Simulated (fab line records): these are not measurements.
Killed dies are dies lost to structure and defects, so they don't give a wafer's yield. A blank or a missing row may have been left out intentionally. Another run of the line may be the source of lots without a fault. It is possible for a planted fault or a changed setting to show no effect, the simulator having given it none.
Matching of chambers -- flow n5-finfet -- N5_MOL_CONTACT_COAG_ALD_133 on ald-sin-04: 4 sister chambers
The step deposits SiO2, target thk 5 nm, pulse time 1 s, co reactant pulse time 1 s. 4 wafers are shown with their chamber, then 10 later ones without.

== WAFERS WITH THEIR CHAMBER ==
wafer,chamber,heater-power-w (W)
L087.2,1,72
L087.3,0,63
L087.4,2,65
L087.5,3,70

== WAFERS WITHOUT THEIR CHAMBER ==
wafer,heater-power-w (W)
L087.6,67
L091.1,64
L091.3,71
L091.4,68
L097.1,71
L097.2,64
L097.6,64
L094.1,73
L094.2,70
L094.6,68

== WHICH CHAMBER EACH WENT THROUGH ==
wafer,from the rows above,in truth
L087.6,can't be placed: 2 or 3 or 0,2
L091.1,can't be placed: 0 or 2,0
L091.3,can't be placed: 1 or 3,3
L091.4,can't be placed: 3 or 2 or 1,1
L097.1,can't be placed: 1 or 3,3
L097.2,can't be placed: 0 or 2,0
L097.6,can't be placed: 0 or 2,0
L094.1,can't be placed: 1 or 3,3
L094.2,can't be placed: 3 or 1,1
L094.6,can't be placed: 3 or 2 or 1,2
Correctly placed: 0 of 10. Unplaceable from these rows: 10, with the true chamber sitting among the candidates in 10. 0 placed wrongly.
How it was worked out, from the rows above alone: a wafer's distance from a chamber is the root of the sum, over the readings, of the square of ((its reading less the chamber's mean) divided by the reading's scatter). The wafer belongs to the nearest chamber; if the next one is less than 2 further off, it can't be placed. For every chamber, the mean is computed from those of its wafers that are shown. The scatter: with one shown wafer a chamber, the root of the mean of the squares of how far each hidden wafer lies from its nearest shown one.
